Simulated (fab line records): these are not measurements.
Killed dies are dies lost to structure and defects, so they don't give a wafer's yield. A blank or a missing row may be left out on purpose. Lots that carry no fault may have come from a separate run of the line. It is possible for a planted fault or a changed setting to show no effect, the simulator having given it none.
Chamber matching ; flow n5_finfet ; pecvd-04 running N5_BEOL_M2_PECVD_72: 3 sister chambers
The step deposits SiO2 from TEOS/O2, target thk 16 nm, time 18 s. 14 wafers are shown with their chamber, then 7 later ones without.

== WAFERS WITH THEIR CHAMBER ==
wafer;chamber;showerhead_plenum_p_Torr (Torr);throttle_valve_pct (%);showerhead_vpp_V (V)
L761.3;1;8.98;22.5;1255
L761.4;2;8.78;20.3;1223
L761.6;0;8.76;21.9;1368
L765.3;1;8.97;22.4;1264
L765.4;0;8.75;22.0;1356
L765.6;1;8.98;22.5;1263
L774.2;2;8.77;19.9;1223
L774.5;0;8.76;22.1;1370
L774.6;1;8.96;22.2;1256
L776.2;0;8.75;22.0;1374
L776.3;1;8.97;22.2;1271
L776.4;2;8.80;20.0;1255
L778.2;2;8.79;20.3;1222
L778.5;2;8.79;19.8;1229

SIGNATURES (averages over the wafers above)
reading;chamber 0;chamber 1;chamber 2;scatter within a chamber
showerhead_plenum_p_Torr;8.7550;8.9720;8.7860;0.00905
throttle_valve_pct;22.000;22.360;20.060;0.172
showerhead_vpp_V;1367.00;1261.80;1230.40;10.2
Rule: distance of a wafer from a chamber = root of the sum over the readings of ((wafer's reading minus chamber's mean) / reading's scatter) squared. The wafer belongs to the nearest chamber; if the next one is less than 2 further off, it can't be placed. The scatter: take each reading less its chamber's mean, square it, sum over the shown wafers, divide by the number of wafers less the number of chambers, and take the root.

== WAFERS MISSING THEIR CHAMBER ==
wafer;showerhead_plenum_p_Torr (Torr);throttle_valve_pct (%);showerhead_vpp_V (V)
L778.6;8.95;22.6;1262
L782.1;8.97;22.8;1281
L782.2;8.74;22.1;1365
L782.4;8.76;22.2;1377
L783.4;8.79;20.0;1239
L783.5;8.75;22.3;1370
L783.6;8.98;22.5;1254

== EACH ONE'S CHAMBER ==
wafer;from the rows above;in truth
L778.6;1;1
L782.1;1;1
L782.2;0;0
L782.4;0;0
L783.4;2;2
L783.5;0;0
L783.6;1;1
Correctly placed: 7 of 7. Left unplaced by these rows: 0. Wrongly placed: 0.
